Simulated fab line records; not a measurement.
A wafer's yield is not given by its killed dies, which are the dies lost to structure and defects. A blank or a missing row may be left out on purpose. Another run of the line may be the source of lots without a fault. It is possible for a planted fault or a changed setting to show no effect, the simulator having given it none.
Matching of chambers -- flow n5Finfet -- N5_STI_FIN_REVEAL_CMP_04 on cmp-02: 4 sister chambers
The step polishes, stops on Si3N4, t overpolish 4 s, target thk 131.83 nm. 8 wafers are shown with their chamber, then 8 later ones without.

EACH WAFER AND ITS CHAMBER
wafer,chamber,motorCurrentA (A),timeToEndpointS (s)
L080.2,1,9.1,96
L080.5,3,7.6,104
L080.6,2,9.0,97
L084.1,3,7.2,98
L090.1,2,8.8,104
L090.2,0,7.8,103
L090.3,1,8.8,110
L092.4,0,7.9,109

WAFERS WITHOUT THEIR CHAMBER
wafer,motorCurrentA (A),timeToEndpointS (s)
L092.5,9.1,107
L092.6,9.0,107
L096.1,8.2,103
L096.3,9.6,100
L096.4,9.3,103
L097.1,8.9,103
L097.3,8.4,108
L097.6,8.7,109

THE CHAMBER EACH PASSED THROUGH
wafer,from the rows above,in truth
L092.5,can't be placed: 1 or 2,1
L092.6,can't be placed: 1 or 2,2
L096.1,can't be placed: 0 or 2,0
L096.3,can't be placed: 1 or 2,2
L096.4,can't be placed: 1 or 2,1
L097.1,can't be placed: 1 or 2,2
L097.3,can't be placed: 2 or 0 or 1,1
L097.6,can't be placed: 1 or 2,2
0 of 8 placed correctly. Not placeable from these rows: 8 (in 8, the candidates include the true chamber). Wrongly placed: 0.
How it was worked out, from the rows above alone: a wafer's distance from a chamber is the root of the sum, over the readings, of the square of ((its reading less the chamber's mean) divided by the reading's scatter). The wafer belongs to the nearest chamber; if the next one is less than 2 further off, it can't be placed. For every chamber, the mean is computed from those of its wafers that are shown. How the scatter is found: for the shown wafers, subtract from each reading the mean of its chamber, square and add these, divide the total by (wafers less chambers), then take the root.
